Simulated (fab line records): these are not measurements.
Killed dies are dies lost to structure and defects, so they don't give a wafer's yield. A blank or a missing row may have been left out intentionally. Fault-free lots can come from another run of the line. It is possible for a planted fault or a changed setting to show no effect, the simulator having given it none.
A struck lot beside a sound one -- flow nand harc -- 21 out of 1302 route steps
Sound: the wafers L603.1, L603.2, L603.5. The struck wafers were L612.1, L612.3, L612.5. Last of all comes the cause.
Each step with rows lists, per side, the tool, then ch with its chambers, then its first start. Under that, the readings that differ: sound wafers -- struck wafers -- difference of the means -- sigmas: that difference in standard deviations of wafers without a fault.
alike: a reading whose means differ by less than 2 such deviations, as well as words and numbers matching on both sides. not compared: withheld readings; readings where some wafer has no value; bounds like >300 that might hide an equal value; numbers whose values overlap and for which the record gives no deviation.
A row with sigmas, a row that says differs or no value, or rows on one side alone: a step with any of these is where the two part. Numbers that don't overlap but have no deviation are shown without sigmas and don't part them. A reading that every wafer of one side lacks parts them only if that side has two wafers or more.

first, 2 steps without rows for these wafers: NHARC_A_SGD_CUT_ETCH_26 (etches SiO2 in dHF, target depth 45.8 nm); NHARC_A_SGD_CUT_ETCHBACK_24 (etches the open film in CH3F/O2, target depth 50 nm, time 92.857 s).
NHARC_A_SGD_CUT_STRIP_28: strips in O2, time 20 s.
  sound on rie diel-13 ch 0,1,3; struck on rie diel-13 ch 1,3
  alike: chamber pressure mTorr, drypump motor current A, oes product au, rf vpp V, showerhead plenum p Torr, throttle valve pct
  not compared: rf hours counter h
NHARC_A_SGD_CUT_INSPECT_25:
  sound: defect inspect-02 at day 19 23:43; struck: defect inspect-01 at day 23 14:59
  alike: raw defect count
NHARC_A_SLIT_DEP_25: deposits SiO2, target thk 200 nm.
  sound on pecvd-01 ch 1,2, day 20 00:07; struck on pecvd-02 ch 0,1,2, day 23 15:04
  alike: heater power w, throttle valve pct
NHARC_A_SLIT_DEP_00: deposits aC, target thk 6200 nm.
  sound on acl dep-01 ch 0, day 20 03:49; struck on acl dep-03 ch 0, day 23 15:25
  alike: throttle valve pct
NHARC_A_SLIT_DEP_23: deposits SiON, target thk 100 nm.
  sound on pecvd-01 ch 0,2, day 20 07:37; struck on pecvd-02 ch 0,1,2, day 23 19:13
reading,sound,struck,difference,sigmas
heater power w (W),660 749 694,759 973 924,+184,+2
then, 5 steps without rows for these wafers: NHARC_A_SLIT_DEHYDRATE_01 (time 120 s); NHARC_A_SLIT_HMDS_02 (time 30 s); NHARC_A_SLIT_COAT_03 (resist thk 90 nm); NHARC_A_SLIT_SOFTBAKE_04 (time 55 s); NHARC_A_SLIT_EBR_05.
NHARC_A_SLIT_EXPOSE_06: exposes mask SLIT.
  sound on arfi scanner-02 ch 0, day 20 08:14; struck on arfi scanner-02 ch 0, day 23 19:37
reading,sound,struck,difference,sigmas
exposure dose mJ cm2,60.87 60.88 60.90,58.99 58.92 58.95,-1.93,-37
  alike: mask
then, 2 steps without rows for these wafers: NHARC_A_SLIT_PEB_07 (peb time 65 s); NHARC_A_SLIT_DEVELOP_08 (develop time 35 s).
NHARC_A_SLIT_CD_MEAS_09: target cd 300 nm.
  sound on cd sem-02 ch 0, day 20 08:23; struck on cd sem-03 ch 0, day 23 19:46
reading,sound,struck,difference,sigmas
cd nm (nm),299.7 300.9 300.0,298.6 299.1 298.3,-1.5,-3
NHARC_A_SLIT_OVL_MEAS_10:
  sound: overlay-02 at day 20 08:28; struck: overlay-01 at day 23 19:51
  alike: overlay x nm, overlay y nm
NHARC_A_SLIT_INSPECT_11:
  sound: defect inspect-02 at day 20 08:30; struck: defect inspect-01 at day 23 19:53
  alike: raw defect count
NHARC_A_SLIT_DESCUM_14: chemistry O2, time 3 s.
  sound on rie diel-10 ch 1,2,3, day 20 08:34; struck on rie diel-06 ch 2,3, day 23 19:57
reading,sound,struck,difference,sigmas
oes product au (a.u.),1.012 0.994 1.008,0.976 0.979 0.991,-0.023,-2
  alike: chamber pressure mTorr, drypump motor current A, rf vpp V, showerhead plenum p Torr, throttle valve pct
  not compared: rf hours counter h
NHARC_A_SLIT_ETCH_24: etches the open film in CF4/CHF3, target depth 121 nm, time 60.5 s.
  sound on rie diel-10 ch 1,3, day 20 08:39; struck on rie diel-06 ch 0,1,2, day 23 20:03
reading,sound,struck,difference,sigmas
model.A_SLIT.cd offset nm (nm),0.298 0.1762 0.5581,-1.087 -1.405 -1.588,-1.704,
  alike: chamber pressure mTorr, drypump motor current A, oes product au, rf vpp V, showerhead plenum p Torr, throttle valve pct
  not compared: rf hours counter h
then, 1 step without rows for these wafers: NHARC_A_SLIT_ETCH_15 (etches the open film in O2/COS, target depth 6200 nm, time 1612 s).

## WHERE THEY PART
At NHARC_A_SLIT_DEP_23 first; at NHARC_A_SLIT_DESCUM_14 last (within this record only). Later steps at which nothing parts them and some readings are alike: NHARC_A_SLIT_ETCH_24.

WHY: what had been put in by the simulator
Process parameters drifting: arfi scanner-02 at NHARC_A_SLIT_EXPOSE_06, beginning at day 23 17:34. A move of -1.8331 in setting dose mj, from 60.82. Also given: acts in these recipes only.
